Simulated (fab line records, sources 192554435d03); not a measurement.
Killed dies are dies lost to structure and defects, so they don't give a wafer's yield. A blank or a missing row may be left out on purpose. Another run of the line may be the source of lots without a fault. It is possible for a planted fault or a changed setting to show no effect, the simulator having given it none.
What tool caused it? | flow n5-finfet | 8 lots with 24 wafers sampled at 5 steps, on a route of 1938 steps

== WHAT THE GAUGES SHOWED, per wafer ==
N5_BEOL_M4_RC_MEAS_101.
lot  | measured     | on        | CJ_N           | DIBL_N (mV/V)  | DIBL_P (mV/V)  | EOT_N             | IGATE_N (nA/um)      | IOFF_N (nA/um) | IOFF_N_85C (nA/um) | IOFF_N_LIN (nA/um) | IOFF_N_LONG (nA/um)        | IOFF_P (nA/um) | ION_N (uA/um) | ION_P (uA/um) | RC_DENSE_N (ohm.um) | RC_N (ohm.um)  | REXT_N (ohm.um) | RS_SD_N (ohm/sq) | SS_N (mV/dec)  | SS_P (mV/dec)  | VT_N (mV)   | VT_N_LONG (mV)    | VT_N_LVT (mV) | VT_P (mV)
L518 | day 7 18:26  | prober-02 | 4.41 4.20 4.23 | 37.9 38.2 37.5 | 38.3 39.7 38.2 | 10.70 10.74 10.56 | 0.0111 0.0111 0.0093 | 0.19 0.21 0.19 | 3.7 3.9 3.6        | 0.087 0.096 0.090  | 5.85e-05 5.78e-05 5.69e-05 | 0.27 0.31 0.27 | 683 705 688   | 472 484 470   | 19.8 19.2 19.2      | 16.0 15.6 15.8 | 76.5 76.6 76.9  | 28.2 28.0 28.2   | 71.8 71.7 71.7 | 74.1 74.4 74.0 | 247 245 245 | 275.1 274.4 275.1 | 95 93 95      | -245 -244 -246
L522 | day 8 18:02  | prober-02 | 4.44 4.40 4.35 | 36.8 35.1 34.9 | 36.4 34.4 34.6 | 10.71 10.60 10.48 | 0.0095 0.0119 0.0126 | 0.15 0.13 0.13 | 3.0 2.7 2.6        | 0.069 0.063 0.062  | 5.32e-05 5.34e-05 5.31e-05 | 0.20 0.18 0.18 | 654 664 668   | 452 455 459   | 19.4 19.2 19.2      | 15.7 15.6 15.8 | 75.9 75.8 75.9  | 28.8 28.6 28.4   | 72.1 70.7 71.4 | 73.0 72.6 73.1 | 254 253 253 | 274.7 276.2 276.0 | 101 101 102   | -254 -253 -253
L530 | day 14 14:58 | prober-01 | 4.34 4.25 4.44 | 36.0 35.6 36.2 | 36.1 35.3 35.1 | 10.46 10.40 10.39 | 0.0151 0.0137 0.0122 | 0.17 0.16 0.17 | 3.3 3.2 3.3        | 0.082 0.080 0.080  | 6.1e-05 6.03e-05 6.19e-05  | 0.25 0.23 0.22 | 686 681 678   | 473 468 467   | 18.5 18.5 19.6      | 15.3 15.3 15.9 | 74.2 74.3 74.0  | 28.4 27.6 28.0   | 71.2 71.7 71.7 | 72.8 72.9 73.2 | 246 247 247 | 272.9 269.8 272.8 | 96 96 98      | -243 -249 -248
L533 | day 13 14:40 | prober-01 | 4.33 4.35 4.25 | 33.1 37.4 33.9 | 32.6 37.9 34.1 | 10.49 10.47 10.47 | 0.0133 0.0168 0.0118 | 0.11 0.17 0.12 | 2.2 3.2 2.4        | 0.053 0.076 0.058  | 5.56e-05 5.56e-05 5.5e-05  | 0.14 0.21 0.15 | 665 680 664   | 450 470 453   | 18.3 18.4 18.1      | 14.7 15.0 14.8 | 78.0 78.0 78.5  | 28.6 28.3 28.5   | 69.9 71.8 70.9 | 72.3 73.6 72.7 | 255 253 254 | 273.9 271.8 273.6 | 101 95 99     | -255 -252 -255
L535 | day 14 01:24 | prober-01 | - 4.39 4.35    | - 36.9 37.8    | 37.9 34.5 36.4 | - 10.32 10.43     | - 0.0164 0.0155      | - 0.15 0.15    | - 2.9 3.0          | - 0.069 0.067      | - 5.2e-05 5.09e-05         | 0.24 0.19 0.22 | - 673 648     | 462 456 451   | - 18.7 18.8         | - 15.2 15.3    | - 76.1 76.6     | - 28.6 28.2      | - 71.2 72.2    | 74.0 73.6 74.2 | - 249 253   | - 275.1 276.3     | - 102 103     | -249 -252 -252
L537 | day 14 09:01 | prober-01 | 4.58 - 4.31    | 36.4 - 36.2    | 36.4 38.3 37.6 | 10.59 - 10.40     | 0.0117 - 0.0154      | 0.18 - 0.18    | 3.3 - 3.4          | 0.073 - 0.081      | 5.73e-05 - 5.54e-05        | 0.21 0.24 0.25 | 668 - 681     | 460 466 469   | 19.7 - 20.4         | 16.1 - 16.5    | 74.7 - 76.6     | 29.0 - 28.8      | 72.1 - 71.6    | 73.0 74.0 74.3 | 249 - 246   | 275.0 - 276.2     | 100 - 97      | -249 -248 -246
L538 | day 13 01:41 | prober-01 | 4.38 4.51 4.40 | 35.2 35.7 37.2 | 36.5 36.8 39.7 | 10.51 10.37 10.34 | 0.0147 0.0167 0.0169 | 0.14 0.16 0.19 | 2.8 3.0 3.5        | 0.067 0.070 0.084  | 5.33e-05 5.3e-05 5.33e-05  | 0.17 0.18 0.22 | 678 681 698   | 458 457 471   | 18.8 19.6 18.4      | 15.1 15.9 15.2 | 74.6 74.9 73.6  | 28.2 28.2 27.7   | 70.4 71.7 72.5 | 72.9 73.2 73.5 | 248 248 246 | 275.3 276.8 273.6 | 100 98 96     | -257 -254 -250
L541 | day 15 04:40 | prober-01 | 4.39 4.41 4.39 | 36.2 36.5 36.9 | 36.7 36.7 37.3 | 10.63 10.64 10.53 | 0.0097 0.0101 0.0110 | 0.15 0.15 0.16 | 3.0 3.0 3.0        | 0.071 0.070 0.072  | 5.59e-05 5.53e-05 5.58e-05 | 0.21 0.21 0.21 | 668 668 665   | 460 458 457   | 18.8 19.0 18.5      | 15.3 15.3 15.3 | 75.8 76.0 76.2  | 28.3 27.9 28.0   | 71.1 70.7 71.4 | 73.1 73.2 74.1 | 250 251 251 | 274.8 274.7 271.4 | 98 98 98      | -249 -248 -250

== WHAT TOOL EACH LOT RAN ON (gives the tool, then ch and the chambers of the sampled wafers, and finally the start) ==
lot  | N5_DUMMY_GATE_ETCH_42             | N5_SD_EPI_N_DESCUM_14             | N5_SD_EPI_N_SD_RECESS_17        | N5_SD_EPI_N_STRIP_38
L518 | rie-diel-05 ch 0,1,2, day 3 01:55 | rie-diel-02 ch 0,2,3, day 3 03:41 | rie-si-06 ch 0,3, day 3 04:23   | plasma-asher-02 ch 0,1, day 3 04:29
L522 | rie-diel-01 ch 0,1,2, day 3 23:19 | rie-diel-03 ch 0,1,2, day 4 00:39 | rie-si-06 ch 0,1,3, day 4 01:20 | plasma-asher-02 ch 0,1, day 4 01:26
L530 | rie-diel-01 ch 0,2, day 6 08:34   | rie-diel-03 ch 2,3, day 6 10:50   | rie-si-06 ch 0,2,3, day 6 11:31 | plasma-asher-02 ch 0,1, day 6 11:41
L533 | rie-diel-06 ch 1,3, day 6 20:21   | rie-diel-03 ch 0,2,3, day 6 21:47 | rie-si-01 ch 1,2,3, day 6 22:28 | plasma-asher-01 ch 0,1, day 6 22:35
L535 | rie-diel-05 ch 0,1,3, day 7 06:30 | rie-diel-03 ch 0,1,3, day 7 07:50 | rie-si-06 ch 1,2,3, day 7 08:31 | plasma-asher-01 ch 0,1, day 7 08:37
L537 | rie-diel-01 ch 1,2,3, day 7 17:17 | rie-diel-02 ch 2,3, day 7 18:44   | rie-si-06 ch 0,2,3, day 7 19:25 | plasma-asher-02 ch 0, day 7 19:31
L538 | rie-diel-01 ch 1,2, day 8 00:03   | rie-diel-02 ch 0,3, day 8 03:17   | rie-si-01 ch 0,1, day 8 03:59   | plasma-asher-02 ch 0,1, day 8 04:05
L541 | rie-diel-05 ch 1,2, day 9 02:10   | rie-diel-04 ch 0,2,3, day 9 04:05 | rie-si-02 ch 1,2,3, day 9 04:46 | plasma-asher-02 ch 1, day 9 04:52
- N5_DUMMY_GATE_ETCH_42: etches SiO2 in CHF3/O2, target depth 3.5 nm, time 31 s.
- N5_SD_EPI_N_DESCUM_14: chemistry O2, time 7.9 s.
- N5_SD_EPI_N_SD_RECESS_17: chemistry HBr/Cl2/O2, target depth 41 nm, time 23.7 s, bt time 3 s.
- N5_SD_EPI_N_STRIP_38: strips in N2/H2.

== AS READ BY THE TOOLS THEMSELVES (means over the sampled wafers that have a number; for cases with no such wafer, the mark the record gives instead) ==
N5_DUMMY_GATE_ETCH_42.
lot  | tool        | drypump-motor-current-A (A) | oes-product-au (a.u.) | rf-vpp-V (V) | showerhead-plenum-p-Torr (Torr) | throttle-valve-pct (%)
L518 | rie-diel-05 | 6.2                         | 0.75                  | 42.0         | 2.39                            | 18.99
L522 | rie-diel-01 | 5.3                         | 0.77                  | 43.1         | 2.48                            | 18.91
L530 | rie-diel-01 | 5.2                         | 0.78                  | 44.4         | 2.47                            | 18.98
L533 | rie-diel-06 | 5.4                         | 0.74                  | 43.4         | 2.40                            | 18.87
L535 | rie-diel-05 | 6.1                         | 0.80                  | 41.8         | 2.40                            | 18.97
L537 | rie-diel-01 | 5.2                         | 0.72                  | 44.0         | 2.43                            | 18.98
L538 | rie-diel-01 | 5.3                         | 0.72                  | 42.8         | 2.47                            | 18.89
L541 | rie-diel-05 | 5.8                         | 0.71                  | 42.4         | 2.44                            | 18.93

N5_SD_EPI_N_DESCUM_14.
lot  | tool        | drypump-motor-current-A (A) | oes-product-au (a.u.) | rf-vpp-V (V) | showerhead-plenum-p-Torr (Torr) | temp-c (C) | throttle-valve-pct (%)
L518 | rie-diel-02 | 6.2                         | 0.77                  | 244.0        | 2.12                            | 40.01      | 20.45
L522 | rie-diel-03 | 5.6                         | 0.80                  | 242.4        | 2.07                            | 40.04      | 20.47
L530 | rie-diel-03 | 5.3                         | 0.83                  | 244.6        | 2.17                            | 39.85      | 20.18
L533 | rie-diel-03 | 5.4                         | 0.77                  | 243.7        | 2.09                            | 39.95      | 20.35
L535 | rie-diel-03 | 5.6                         | 0.81                  | 243.0        | 2.11                            | 39.85      | 20.41
L537 | rie-diel-02 | 6.2                         | 0.86                  | 244.3        | 2.15                            | 40.01      | 20.34
L538 | rie-diel-02 | 6.4                         | 0.79                  | 241.4        | 2.04                            | 39.93      | 20.50
L541 | rie-diel-04 | 5.9                         | 0.84                  | 241.5        | 2.03                            | 40.08      | 20.41

N5_SD_EPI_N_SD_RECESS_17.
lot  | tool      | drypump-motor-current-A (A) | oes-product-au (a.u.) | throttle-valve-pct (%)
L518 | rie-si-06 | 5.1                         | 1.001                 | 37.0
L522 | rie-si-06 | 5.4                         | 1.006                 | 36.7
L530 | rie-si-06 | 5.1                         | 1.002                 | 37.2
L533 | rie-si-01 | 5.9                         | 1.008                 | 36.9
L535 | rie-si-06 | 5.3                         | 1.041                 | 37.0
L537 | rie-si-06 | 5.1                         | 1.044                 | 37.2
L538 | rie-si-01 | 5.7                         | 0.998                 | 37.1
L541 | rie-si-02 | 6.1                         | 0.998                 | 37.1

N5_SD_EPI_N_STRIP_38.
lot  | tool            | drypump-motor-current-A (A) | heater-power-w (W) | oes-product-au (a.u.) | temp-c (C)
L518 | plasma-asher-02 | 5.8                         | 364                | 0.756                 | 250.01
L522 | plasma-asher-02 | 5.9                         | 360                | 0.753                 | 250.13
L530 | plasma-asher-02 | 5.8                         | 363                | 0.752                 | 250.03
L533 | plasma-asher-01 | 5.5                         | 341                | 0.760                 | 249.99
L535 | plasma-asher-01 | 5.6                         | 338                | 0.758                 | 250.11
L537 | plasma-asher-02 | 5.3                         | 352                | 0.766                 | 249.87
L538 | plasma-asher-02 | 5.5                         | 361                | 0.758                 | 250.12
L541 | plasma-asher-02 | 6.1                         | 354                | 0.759                 | 249.92

== THE ANSWER, worked out from the rows above alone ==
Rule: usual is defined by the lots themselves. Put in order of their means at a reading, lots are off if they are a third of the lots or fewer, leave a main group of 4 or more, and stand apart from it by a gap of 3 or more times the standard deviation of the main group's means; of several such gaps the widest counts. Not used: any main group whose means are identical at the precision the tables above print for the reading. Also off: a lot with no number at a reading for which 4 or more lots have one. All remaining lots with rows at the step are treated as sound. After the gauges, taken in route order, come the tools' own readings; for these a lot's mean is taken, as printed above. The first step at which some lot is off is used, and at that step the reading that is off furthest; a lot without a number counts as furthest.
Off, at N5_SD_EPI_N_SD_RECESS_17 on oes-product-au: L535, L537. Mean 1.002 a.u. and standard deviation 0.0038 in the main group.
A tool fits if, at that step or a process step before it, it ran every lot that is off, and no sound lot after the first of them. One candidate fits, namely rie-si-06 at N5_SD_EPI_N_SD_RECESS_17. Its last sound lot is L530 (day 6 11:31), its first lot that is off L535 (day 7 08:31): a fault that began between those two fits.
On the lots that are off, the tool's own readings at N5_SD_EPI_N_SD_RECESS_17 differ by more than 5 times the standard deviation of the sound lots' means, which bears it out; oes-product-au reads 1.042 a.u. there versus 1.002 a.u. on the sound lots.

== WHAT THE SIMULATOR HAD INSERTED ==
rie-si-06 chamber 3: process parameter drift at N5_SD_EPI_N_SD_RECESS_17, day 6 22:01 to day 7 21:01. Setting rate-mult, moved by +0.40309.
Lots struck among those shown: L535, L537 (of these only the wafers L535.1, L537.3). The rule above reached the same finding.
